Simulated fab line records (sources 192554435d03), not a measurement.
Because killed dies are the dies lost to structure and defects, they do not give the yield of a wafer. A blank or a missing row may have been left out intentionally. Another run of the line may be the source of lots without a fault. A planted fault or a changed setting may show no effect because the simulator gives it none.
Matching of chambers    flow n5Finfet    N5_GATE_CUT_ETCH_19 on rieDiel-02: 4 sister chambers
The step etches SiNx in CH3F/O2, target depth 53.7 nm, time 76.7 s. 22 wafers are shown with their chamber, then 11 later ones without.

## WAFERS PAIRED WITH THEIR CHAMBERS
wafer   chamber  drypumpMotorCurrentA (A)  throttleValvePct (%)  showerheadPlenumPTorr (Torr)
L074.1  3        5.8                       16.37                 2.09
L074.2  2        5.2                       16.38                 2.00
L074.3  1        5.4                       15.96                 2.04
L079.1  2        5.2                       16.39                 2.00
L079.2  0        5.9                       15.78                 2.13
L079.3  3        5.8                       16.37                 2.09
L086.2  1        5.4                       16.00                 2.03
L086.5  2        5.2                       16.43                 1.99
L086.6  1        5.4                       16.00                 2.03
L087.3  0        5.9                       15.82                 2.12
L087.5  3        5.7                       16.39                 2.08
L087.6  2        5.2                       16.40                 1.99
L088.1  0        5.9                       15.82                 2.12
L088.3  1        5.4                       16.01                 2.03
L088.4  3        5.8                       16.39                 2.08
L089.1  0        5.9                       15.80                 2.12
L089.3  1        5.4                       16.03                 2.03
L089.6  3        5.8                       16.40                 2.08
L092.1  2        5.2                       16.43                 1.99
L092.2  1        5.4                       16.02                 2.03
L092.3  0        5.9                       15.84                 2.12
L094.2  2        5.1                       16.44                 1.99

SIGNATURES (means of the wafers above)
reading                chamber 0  chamber 1  chamber 2  chamber 3  scatter within a chamber
drypumpMotorCurrentA   5.900      5.400      5.183      5.780      0.0301
throttleValvePct       15.8120    16.0033    16.4117    16.3840    0.0221
showerheadPlenumPTorr  2.1220     2.0317     1.9933     2.0840     0.00481
Rule: for each reading, subtract the chamber's mean from the wafer's reading, divide by that reading's scatter and square the result; add these up over the readings and take the root, which gives the wafer's distance from the chamber. The wafer belongs to the nearest chamber; if the next one is less than 2 further off, it can't be placed. How the scatter is found: for the shown wafers, subtract from each reading the mean of its chamber, square and add these, divide the total by (wafers less chambers), then take the root.

## WAFERS MISSING THEIR CHAMBER
wafer   drypumpMotorCurrentA (A)  throttleValvePct (%)  showerheadPlenumPTorr (Torr)
L094.4  5.4                       16.03                 2.03
L094.6  5.8                       16.41                 2.08
L095.1  5.4                       16.04                 2.03
L095.4  5.9                       15.84                 2.12
L095.6  5.9                       15.82                 2.12
L096.2  5.9                       15.83                 2.12
L096.4  5.4                       16.04                 2.03
L096.6  5.4                       16.05                 2.03
L097.3  5.4                       16.05                 2.03
L097.4  5.9                       15.84                 2.12
L097.5  5.4                       16.04                 2.03

## EACH ONE'S CHAMBER
wafer   from the rows above  in truth
L094.4  1                    1
L094.6  3                    3
L095.1  1                    1
L095.4  0                    0
L095.6  0                    0
L096.2  0                    0
L096.4  1                    1
L096.6  1                    1
L097.3  1                    1
L097.4  0                    0
L097.5  1                    1
11 of 11 placed correctly. Not placeable from these rows: 0. Wrongly placed: 0.
